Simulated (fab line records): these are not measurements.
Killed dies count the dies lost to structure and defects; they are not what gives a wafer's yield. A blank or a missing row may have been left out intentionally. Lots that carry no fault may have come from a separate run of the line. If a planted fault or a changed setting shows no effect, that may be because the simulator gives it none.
The tool behind it: which one?	flow nand-harc	Sampling: 21 lots, 63 wafers, 6 of 1302 route steps

== WHAT THE GAUGES READ, wafer by wafer ==
The record holds no reading of a measuring or inspecting step that can be judged against a usual standard deviation.

== TOOL THAT RAN EACH LOT (tool first, then ch and the chambers of the sampled wafers, then the start) ==
lot	NHARC_A_STAIRCASE_DESCUM_252	NHARC_A_STAIRCASE_HM_OPEN_460	NHARC_A_STAIRCASE_ETCH_452	NHARC_A_STAIRCASE_HM_OPEN_463	NHARC_A_STAIRCASE_STRIP_316	NHARC_A_STAIRCASE_CMP_152
L074	rie-diel-08 ch 1,2,3, day 16 02:16	rie-diel-08 ch 0,1, day 18 23:49 or earlier	rie-diel-08 ch 0,1,3, day 18 23:49 or earlier	rie-diel-08 ch 0,1,3, day 18 23:49 or earlier	rie-diel-08 ch 0,1,2, day 18 23:49 or earlier	cmp-04 ch 1,2,3, day 18 23:49
L075	rie-diel-08 ch 0,2,3, day 16 05:58	rie-diel-07 ch 2,3, day 19 17:35 or earlier	rie-diel-07 ch 1,2,3, day 19 17:35 or earlier	rie-diel-04 ch 1,3, day 19 17:35 or earlier	rie-diel-04 ch 0,2, day 19 17:35 or earlier	cmp-04 ch 0,1,3, day 19 17:35
L076	rie-diel-04 ch 0,3, day 16 19:10	rie-diel-07 ch 0,1, day 19 20:29 or earlier	rie-diel-07 ch 1,2,3, day 19 20:29 or earlier	rie-diel-04 ch 0,2,3, day 19 20:29 or earlier	rie-diel-04 ch 0,2, day 19 20:29 or earlier	cmp-02 ch 0,1,3, day 19 20:29
L077	rie-diel-04 ch 0,2,3, day 17 08:14	rie-diel-07 ch 1,2,3, day 19 17:52 or earlier	rie-diel-07 ch 0,2,3, day 19 17:52 or earlier	rie-diel-07 ch 1,2, day 19 17:52 or earlier	rie-diel-07 ch 1,2, day 19 17:52 or earlier	cmp-02 ch 1,2, day 19 17:52
L078	rie-diel-07 ch 1,2, day 17 21:08	rie-diel-04 ch 0,2, day 20 16:03 or earlier	rie-diel-04 ch 0,2,3, day 20 16:03 or earlier	rie-diel-08 ch 2,3, day 20 16:03 or earlier	rie-diel-08 ch 0,3, day 20 16:03 or earlier	cmp-04 ch 1,2,3, day 20 16:03
L079	rie-diel-04 ch 0,2,3, day 17 23:08	rie-diel-07 ch 0,1,3, day 20 15:53 or earlier	rie-diel-07 ch 1,2,3, day 20 15:53 or earlier	rie-diel-07 ch 1,2,3, day 20 15:53 or earlier	rie-diel-07 ch 0,2, day 20 15:53 or earlier	cmp-03 ch 0,1,2, day 20 15:53
L080	rie-diel-08 ch 1,3, day 18 11:44	rie-diel-08 ch 0,2,3, day 21 09:10 or earlier	rie-diel-08 ch 0,1, day 21 09:10 or earlier	rie-diel-08 ch 1,2, day 21 09:10 or earlier	rie-diel-08 ch 1,2,3, day 21 09:10 or earlier	cmp-03 ch 1,2, day 21 09:10
L081	rie-diel-07 ch 0,1,2, day 18 13:23	rie-diel-07 ch 0,1,2, day 21 09:12 or earlier	rie-diel-07 ch 0,1,2, day 21 09:12 or earlier	rie-diel-04 ch 1,2,3, day 21 09:12 or earlier	rie-diel-04 ch 0,2,3, day 21 09:12 or earlier	cmp-04 ch 1,2,3, day 21 09:12
L082	rie-diel-08 ch 0,2,3, day 19 08:13	rie-diel-08 ch 1,3, day 22 03:17 or earlier	rie-diel-08 ch 0,2,3, day 22 03:17 or earlier	rie-diel-07 ch 1,3, day 22 03:17 or earlier	rie-diel-07 ch 1,2,3, day 22 03:17 or earlier	cmp-02 ch 0,1,2, day 22 03:17
L083	rie-diel-04 ch 1,3, day 19 08:30	rie-diel-04 ch 1,2,3, day 22 03:33 or earlier	rie-diel-04 ch 0,2, day 22 03:33 or earlier	rie-diel-08 ch 1,3, day 22 03:33 or earlier	rie-diel-08 ch 2,3, day 22 03:33 or earlier	cmp-03 ch 0,1, day 22 03:33
L084	rie-diel-08 ch 0,1,3, day 20 09:49	rie-diel-08 ch 1,2, day 23 08:28 or earlier	rie-diel-08 ch 0,1,3, day 23 08:28 or earlier	rie-diel-04 ch 0,2, day 23 08:28 or earlier	rie-diel-04 ch 1,2, day 23 08:28 or earlier	cmp-03 ch 1,2, day 23 08:28
L086	rie-diel-08 ch 0,1,2, day 21 01:21	rie-diel-08 ch 0,1, day 24 06:37 or earlier	rie-diel-08 ch 1,2, day 24 06:37 or earlier	rie-diel-08 ch 0,2,3, day 24 06:37 or earlier	rie-diel-08 ch 1,2,3, day 24 06:37 or earlier	cmp-03 ch 0,1, day 24 06:37
L087	rie-diel-08 ch 0,1,3, day 21 19:57	rie-diel-08 ch 0,2, day 24 14:10 or earlier	rie-diel-08 ch 0,2, day 24 14:10 or earlier	rie-diel-07 ch 2,3, day 24 14:10 or earlier	rie-diel-07 ch 0,1, day 24 14:10 or earlier	cmp-03 ch 0,3, day 24 14:10
L089	rie-diel-07 ch 1,2,3, day 22 07:22	rie-diel-07 ch 1,3, day 25 02:50 or earlier	rie-diel-07 ch 1,2,3, day 25 02:50 or earlier	rie-diel-08 ch 1,2, day 25 02:50 or earlier	rie-diel-08 ch 0,1, day 25 02:50 or earlier	cmp-02 ch 0,1, day 25 02:50
L088	rie-diel-04 ch 2,3, day 22 08:13	rie-diel-08 ch 1,2, day 25 03:00 or earlier	rie-diel-08 ch 0,3, day 25 03:00 or earlier	rie-diel-04 ch 1,2,3, day 25 03:00 or earlier	rie-diel-04 ch 1,2, day 25 03:00 or earlier	cmp-03 ch 1,3, day 25 03:00
L090	rie-diel-08 ch 0,2, day 22 19:16	rie-diel-07 ch 0,1,2, day 25 14:38 or earlier	rie-diel-07 ch 0,1,3, day 25 14:38 or earlier	rie-diel-07 ch 0,1, day 25 14:38 or earlier	rie-diel-07 ch 0,2,3, day 25 14:38 or earlier	cmp-04 ch 1,2, day 25 14:38
L091	rie-diel-04 ch 0,3, day 23 04:05	rie-diel-08 ch 0,2,3, day 25 14:29 or earlier	rie-diel-08 ch 0,1,3, day 25 14:29 or earlier	rie-diel-07 ch 1,2,3, day 25 14:29 or earlier	rie-diel-07 ch 1,3, day 25 14:29 or earlier	cmp-02 ch 0,1,3, day 25 14:29
L093	rie-diel-04 ch 0,1, day 24 01:49	rie-diel-07 ch 1,3, day 26 19:46 or earlier	rie-diel-07 ch 0,1,2, day 26 19:46 or earlier	rie-diel-04 ch 0,2,3, day 26 19:46 or earlier	rie-diel-04 ch 0,1,3, day 26 19:46 or earlier	cmp-02 ch 1,3, day 26 19:46
L094	rie-diel-04 ch 0,1, day 24 14:46	rie-diel-07 ch 1,2, day 27 06:31 or earlier	rie-diel-07 ch 0,1, day 27 06:31 or earlier	rie-diel-07 ch 0,1,2, day 27 06:31 or earlier	rie-diel-07 ch 0,2, day 27 06:31 or earlier	cmp-04 ch 1,2,3, day 27 06:31
L095	rie-diel-04 ch 0,1, day 24 22:52	rie-diel-04 ch 0,3, day 27 16:28 or earlier	rie-diel-04 ch 0,2, day 27 16:28 or earlier	rie-diel-04 ch 0,1,3, day 27 16:28 or earlier	rie-diel-04 ch 0,2, day 27 16:28 or earlier	cmp-04 ch 1,2, day 27 16:28
L096	rie-diel-08 ch 0,3, day 25 23:41	rie-diel-07 ch 1,2,3, day 28 17:21 or earlier	rie-diel-07 ch 0,1, day 28 17:21 or earlier	rie-diel-07 ch 2,3, day 28 17:21 or earlier	rie-diel-07 ch 0,1,3, day 28 17:21 or earlier	cmp-02 ch 1,2,3, day 28 17:21
- NHARC_A_STAIRCASE_DESCUM_252: chemistry O2, time 3 s.
- NHARC_A_STAIRCASE_HM_OPEN_460: chemistry O2/COS.
- NHARC_A_STAIRCASE_ETCH_452: etches the open film in CF4/O2, target depth 30 nm, overetch 3 nm, time 16.5 s.
- NHARC_A_STAIRCASE_HM_OPEN_463: chemistry O2/COS.
- NHARC_A_STAIRCASE_STRIP_316: strips in O2.
- NHARC_A_STAIRCASE_CMP_152: polishes.

== AS READ BY THE TOOLS THEMSELVES (means over the sampled wafers that have a number; for cases with no such wafer, the mark the record gives instead) ==
NHARC_A_STAIRCASE_DESCUM_252.
lot	tool	drypump-motor-current-A (A)	oes-product-au (a.u.)	rf-vpp-V (V)	showerhead-plenum-p-Torr (Torr)	throttle-valve-pct (%)
L074	rie-diel-08	5.76	0.994	58.6	2.02	11.310
L075	rie-diel-08	5.87	0.997	58.8	1.98	11.317
L076	rie-diel-04	6.14	0.999	60.0	1.98	11.303
L077	rie-diel-04	5.97	0.990	57.6	1.93	11.312
L078	rie-diel-07	5.97	0.984	57.0	1.92	11.313
L079	rie-diel-04	5.97	0.999	57.5	1.93	11.304
L080	rie-diel-08	5.82	1.004	58.7	2.06	11.302
L081	rie-diel-07	6.14	0.984	57.6	1.90	11.308
L082	rie-diel-08	5.87	1.008	58.6	1.97	11.316
L083	rie-diel-04	6.00	1.004	58.2	1.90	11.316
L084	rie-diel-08	5.96	0.998	57.5	2.01	11.315
L086	rie-diel-08	5.92	1.009	58.8	1.97	11.311
L087	rie-diel-08	5.98	1.011	58.4	2.01	11.307
L089	rie-diel-07	5.67	0.994	57.6	1.94	11.315
L088	rie-diel-04	5.97	0.998	58.0	1.87	11.312
L090	rie-diel-08	6.04	1.009	56.9	1.92	11.303
L091	rie-diel-04	6.18	0.996	58.3	2.01	11.313
L093	rie-diel-04	6.01	1.008	57.6	1.94	11.322
L094	rie-diel-04	6.10	0.996	58.8	1.99	11.309
L095	rie-diel-04	6.10	1.000	58.3	1.99	11.306
L096	rie-diel-08	6.07	0.996	58.6	1.96	11.297

NHARC_A_STAIRCASE_HM_OPEN_460.
lot	tool	drypump-motor-current-A (A)	oes-product-au (a.u.)	rf-vpp-V (V)	showerhead-plenum-p-Torr (Torr)	throttle-valve-pct (%)
L074	rie-diel-08	6.1	1.023	469.4	3.23	28.332
L075	rie-diel-07	5.4	0.996	469.0	3.24	28.337
L076	rie-diel-07	6.2	0.986	464.8	3.02	28.325
L077	rie-diel-07	5.7	0.983	468.5	3.18	28.323
L078	rie-diel-04	6.0	0.991	468.9	3.22	28.339
L079	rie-diel-07	5.7	0.984	467.4	3.10	28.343
L080	rie-diel-08	5.9	1.000	469.5	3.21	28.323
L081	rie-diel-07	6.1	0.987	466.3	3.10	28.329
L082	rie-diel-08	5.9	1.008	471.4	3.33	28.338
L083	rie-diel-04	5.9	1.011	465.3	3.05	28.327
L084	rie-diel-08	5.8	1.003	469.7	3.26	28.336
L086	rie-diel-08	6.1	1.008	468.6	3.21	28.333
L087	rie-diel-08	6.0	1.012	467.7	3.13	28.330
L089	rie-diel-07	5.2	0.998	468.6	3.15	28.326
L088	rie-diel-08	5.8	1.003	469.6	3.25	28.323
L090	rie-diel-07	6.1	0.991	466.2	3.08	28.327
L091	rie-diel-08	5.9	1.001	468.8	3.19	28.336
L093	rie-diel-07	5.6	0.992	467.0	3.10	28.335
L094	rie-diel-07	6.0	0.991	466.8	3.11	28.331
L095	rie-diel-04	6.2	1.001	468.4	3.19	28.329
L096	rie-diel-07	5.7	0.993	468.6	3.15	28.329

NHARC_A_STAIRCASE_ETCH_452.
lot	tool	drypump-motor-current-A (A)	oes-product-au (a.u.)	rf-vpp-V (V)	showerhead-plenum-p-Torr (Torr)	throttle-valve-pct (%)
L074	rie-diel-08	6.0	1.003	199.0	1.41	13.400
L075	rie-diel-07	5.6	0.992	198.5	1.36	13.397
L076	rie-diel-07	5.6	0.982	199.0	1.36	13.399
L077	rie-diel-07	5.8	0.984	197.8	1.35	13.405
L078	rie-diel-04	6.0	0.998	196.8	1.34	13.398
L079	rie-diel-07	5.6	0.988	197.8	1.36	13.399
L080	rie-diel-08	6.0	1.009	198.9	1.40	13.393
L081	rie-diel-07	6.1	0.994	197.6	1.32	13.398
L082	rie-diel-08	5.9	1.006	198.4	1.37	13.402
L083	rie-diel-04	5.8	0.996	197.0	1.31	13.398
L084	rie-diel-08	6.0	1.002	199.1	1.40	13.397
L086	rie-diel-08	5.8	1.000	199.0	1.39	13.399
L087	rie-diel-08	5.8	1.014	197.7	1.34	13.403
L089	rie-diel-07	5.6	0.994	197.8	1.35	13.405
L088	rie-diel-08	6.1	1.003	198.1	1.37	13.398
L090	rie-diel-07	5.7	0.991	197.5	1.32	13.397
L091	rie-diel-08	6.0	1.007	199.4	1.39	13.404
L093	rie-diel-07	6.1	0.997	197.3	1.32	13.394
L094	rie-diel-07	6.0	0.990	197.6	1.30	13.391
L095	rie-diel-04	6.0	0.995	198.3	1.37	13.399
L096	rie-diel-07	6.2	0.986	196.7	1.27	13.397

NHARC_A_STAIRCASE_HM_OPEN_463.
lot	tool	drypump-motor-current-A (A)	oes-product-au (a.u.)	rf-vpp-V (V)	showerhead-plenum-p-Torr (Torr)	throttle-valve-pct (%)
L074	rie-diel-08	6.0	1.009	470.6	3.29	28.328
L075	rie-diel-04	6.0	0.987	468.3	3.13	28.329
L076	rie-diel-04	6.0	0.998	467.0	3.15	28.322
L077	rie-diel-07	6.1	0.989	469.1	3.19	28.339
L078	rie-diel-08	5.7	1.002	468.6	3.21	28.325
L079	rie-diel-07	5.7	0.983	468.3	3.18	28.331
L080	rie-diel-08	5.7	1.008	468.8	3.20	28.336
L081	rie-diel-04	5.9	1.006	465.6	3.05	28.336
L082	rie-diel-07	5.2	0.992	467.3	3.16	28.337
L083	rie-diel-08	5.8	1.011	470.5	3.33	28.331
L084	rie-diel-04	5.8	1.000	465.4	3.06	28.328
L086	rie-diel-08	5.8	1.009	468.5	3.20	28.332
L087	rie-diel-07	5.3	0.990	468.7	3.21	28.333
L089	rie-diel-08	5.7	1.002	468.8	3.19	28.326
L088	rie-diel-04	5.9	1.003	465.2	3.04	28.345
L090	rie-diel-07	6.0	0.997	465.4	3.03	28.325
L091	rie-diel-07	5.6	0.990	467.5	3.16	28.327
L093	rie-diel-04	6.0	0.992	467.0	3.12	28.327
L094	rie-diel-07	6.1	0.995	466.3	3.08	28.326
L095	rie-diel-04	6.1	0.998	468.0	3.17	28.323
L096	rie-diel-07	5.3	1.001	468.7	3.20	28.331

NHARC_A_STAIRCASE_STRIP_316.
lot	tool	drypump-motor-current-A (A)	oes-product-au (a.u.)	rf-vpp-V (V)	showerhead-plenum-p-Torr (Torr)	throttle-valve-pct (%)
L074	rie-diel-08	5.9	1.005	58.7	3.63	17.038
L075	rie-diel-04	6.0	0.995	57.9	3.64	17.031
L076	rie-diel-04	5.8	0.998	57.4	3.47	17.039
L077	rie-diel-07	6.0	0.983	57.1	3.60	17.038
L078	rie-diel-08	5.9	1.006	57.2	3.71	17.039
L079	rie-diel-07	6.3	0.985	57.6	3.47	17.040
L080	rie-diel-08	5.8	1.012	57.8	3.69	17.043
L081	rie-diel-04	6.0	1.001	57.1	3.55	17.034
L082	rie-diel-07	5.7	0.990	59.3	3.58	17.039
L083	rie-diel-08	5.7	1.005	57.4	3.69	17.038
L084	rie-diel-04	5.7	1.009	57.0	3.36	17.031
L086	rie-diel-08	5.8	1.007	58.0	3.68	17.030
L087	rie-diel-07	6.2	0.987	57.3	3.39	17.030
L089	rie-diel-08	6.0	1.007	58.6	3.68	17.035
L088	rie-diel-04	5.7	1.017	57.5	3.35	17.040
L090	rie-diel-07	5.8	0.995	57.1	3.54	17.030
L091	rie-diel-07	5.3	0.993	57.5	3.56	17.044
L093	rie-diel-04	6.1	1.001	58.1	3.59	17.036
L094	rie-diel-07	6.2	0.999	57.2	3.54	17.040
L095	rie-diel-04	6.0	0.997	58.4	3.61	17.042
L096	rie-diel-07	5.7	0.992	58.2	3.47	17.026

NHARC_A_STAIRCASE_CMP_152.
lot	tool	motor-current-A (A)	pad-life-wafers	slurry-filter-dp-kPa (kPa)
L074	cmp-04	11.5	79	13.38
L075	cmp-04	12.0	169	13.58
L076	cmp-02	11.4	92	13.52
L077	cmp-02	12.4	74	13.47
L078	cmp-04	11.4	259	13.45
L079	cmp-03	12.0	43	13.56
L080	cmp-03	11.0	102	13.29
L081	cmp-04	11.3	331	13.42
L082	cmp-02	11.9	314	13.67
L083	cmp-03	11.4	182	13.45
L084	cmp-03	11.3	302	13.24
L086	cmp-03	12.6	8	13.56
L087	cmp-03	12.7	37	13.42
L089	cmp-02	10.6	180	13.64
L088	cmp-03	10.6	92	13.45
L090	cmp-04	10.4	332	13.55
L091	cmp-02	11.6	242	13.59
L093	cmp-02	12.2	349	13.46
L094	cmp-04	11.6	104	13.42
L095	cmp-04	10.6	146	13.40
L096	cmp-02	12.3	110	13.45

== THE ANSWER, worked out from the rows above alone ==
Rule: what is usual is taken from the lots themselves. Put in order of their means at a reading, lots are off if they are a third of the lots or fewer, leave a main group of 4 or more, and stand apart from it by a gap of 3 or more times the standard deviation of the main group's means; of several such gaps the widest counts. The tables above print the reading to a certain number of digits; a main group whose means all agree to those digits is not used. Also off: a lot with no number at a reading for which 4 or more lots have one. Where the step has rows for the other lots, those lots are counted as sound. After the gauges, taken in route order, come the tools' own readings; for these a lot's mean is taken, as printed above. The first step at which some lot is off is used, and at that step the reading that is off furthest; a lot without a number counts as furthest.
Nothing can be told from this: no lot is off at any reading shown.

== WHAT HAD BEEN PUT IN BY THE SIMULATOR ==
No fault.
